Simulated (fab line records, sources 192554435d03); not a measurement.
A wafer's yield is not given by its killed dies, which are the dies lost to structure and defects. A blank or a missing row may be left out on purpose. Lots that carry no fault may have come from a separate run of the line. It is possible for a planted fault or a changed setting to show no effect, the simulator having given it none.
Matching of chambers    flow n5-finfet    N5_DUMMY_GATE_ETCH_23 on rie-si-02: 4 sister chambers
The step etches poly-Si in HBr/Cl2/O2, target depth 41 nm, time 22.3 s. 16 wafers are shown with their chamber, then 8 later ones without.

WAFERS WITH THEIR CHAMBER
wafer   chamber  throttle-valve-pct (%)  drypump-motor-current-A (A)  oes-product-au (a.u.)
L075.2  1        36.86                   5.4                          1.030
L075.4  0        37.25                   5.8                          0.998
L075.5  0        37.25                   5.8                          0.999
L077.1  1        36.86                   5.4                          1.020
L077.4  3        37.19                   4.9                          0.992
L077.6  0        37.24                   5.8                          1.007
L084.4  1        36.85                   5.4                          1.038
L084.5  2        36.72                   5.9                          1.007
L084.6  3        37.19                   4.8                          0.996
L090.3  3        37.19                   4.9                          1.003
L090.5  2        36.73                   5.9                          1.012
L090.6  3        37.19                   4.9                          0.999
L091.1  1        36.85                   5.4                          1.030
L091.2  0        37.25                   5.7                          1.011
L091.3  2        36.72                   6.0                          1.016
L093.1  2        36.73                   6.0                          1.024

SIGNATURES, as means of the wafers listed above
reading                  chamber 0  chamber 1  chamber 2  chamber 3  scatter within a chamber
throttle-valve-pct       37.2475    36.8550    36.7250    37.1900    0.00479
drypump-motor-current-A  5.775      5.400      5.950      4.875      0.0456
oes-product-au           1.00375    1.02950    1.01475    0.99750    0.00646
Rule: a wafer's distance from a chamber is the root of the sum, over the readings, of the square of ((its reading less the chamber's mean) divided by the reading's scatter). If the next closest chamber is less than 2 further off than the closest, the wafer can't be placed; otherwise it belongs to the closest. The scatter: take each reading less its chamber's mean, square it, sum over the shown wafers, divide by the number of wafers less the number of chambers, and take the root.

WAFERS WITH NO CHAMBER GIVEN
wafer   throttle-valve-pct (%)  drypump-motor-current-A (A)  oes-product-au (a.u.)
L093.4  37.26                   5.7                          1.021
L093.5  37.19                   4.9                          1.005
L094.1  36.73                   5.9                          1.000
L094.5  36.85                   5.4                          1.039
L094.6  36.72                   5.9                          1.018
L095.4  37.19                   4.8                          1.004
L095.5  36.86                   5.4                          1.029
L095.6  36.72                   5.9                          1.026

THE CHAMBER EACH PASSED THROUGH
wafer   from the rows above  in truth
L093.4  0                    0
L093.5  3                    3
L094.1  2                    2
L094.5  1                    1
L094.6  2                    2
L095.4  3                    3
L095.5  1                    1
L095.6  2                    2
8 of 8 placed correctly. Not placeable from these rows: 0. Number placed wrongly: 0.
